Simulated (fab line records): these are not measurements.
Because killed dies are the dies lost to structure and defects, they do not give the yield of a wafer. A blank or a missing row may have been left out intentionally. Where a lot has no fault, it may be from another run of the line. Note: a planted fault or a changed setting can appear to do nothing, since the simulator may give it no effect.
Struck lot and sound lot, side by side :: flow n5 finfet :: 6 out of 1938 route steps
Sound: wafers L669.1, L669.2, L669.4. Struck: wafer L685.5 (left out: L685.6, a lot-mate that was not struck); the cause follows at the end.
At each step with rows: each side's tool, then ch and its chambers, then its first start. Under that, the readings that differ: sound wafers :: struck wafers :: difference of the means :: sigmas: that difference in standard deviations of wafers without a fault.
alike: readings with means less than 2 such deviations apart, plus words and numbers identical on both sides. not compared: withheld readings, readings lacking a value on some wafer, bounds such as >300 that could conceal the same value, and numbers that have no deviation in the record and whose values overlap.
Wherever a step has rows on one side only, a row that says differs or no value, or a row with sigmas, the two part there. Non-overlapping numbers with no deviation appear without sigmas and do not part them. Lack of a reading on every wafer of one side parts them only where that side has two or more wafers.

N5_START_INSPECT_01: inspects for defects (unpatterned scan).
  struck on defect inspect-01, day 5 18:02; sound on defect inspect-02, day 1 18:02
  alike: raw defect count
then, 2 steps without rows for these wafers: N5_ZERO_LAYER_PRECLEAN_00 (cleans in SPM, time 600 s); N5_ZERO_LAYER_SRD_01 (time 30 s, dry time 30 s).
N5_ZERO_LAYER_PECVD_02: deposits SiO2 from SiH4/N2O, target thk 10 nm, time 6 s.
  sound on pecvd-03 ch 0,1,2, day 1 18:17; struck on pecvd-01 ch 0, day 5 18:19
reading: model.SiO2_of_ZERO_LAYER_PECVD_02.thk nm (nm)
sound: 9.857 9.784 9.867
struck: 9.745
difference: -0.091
sigmas: 
  alike: heater power w, rf fwd power W, showerhead plenum p Torr
then, 1 step without rows for these wafers: N5_ZERO_LAYER_HMDS_04 (time 60 s).
-- a jump in the record: the struck wafers' starts before and after are 7 days apart (it breaks off in module ZERO_LAYER and resumes in module BEOL_M4, where the first step shown is number 1111 of the route) --
N5_BEOL_M4_RC_MEAS_101:
  sound on prober-02 ch 0, day 8 01:46; struck on prober-02 ch 0, day 13 00:26
  alike: DIBL_N, DIBL_P, IOFF_N, IOFF_P, ION_N, ION_P, SS_N, SS_P, VT_N, VT_P

## WHERE THEY PART
Nowhere in this record.

WHY: what the simulator had put in
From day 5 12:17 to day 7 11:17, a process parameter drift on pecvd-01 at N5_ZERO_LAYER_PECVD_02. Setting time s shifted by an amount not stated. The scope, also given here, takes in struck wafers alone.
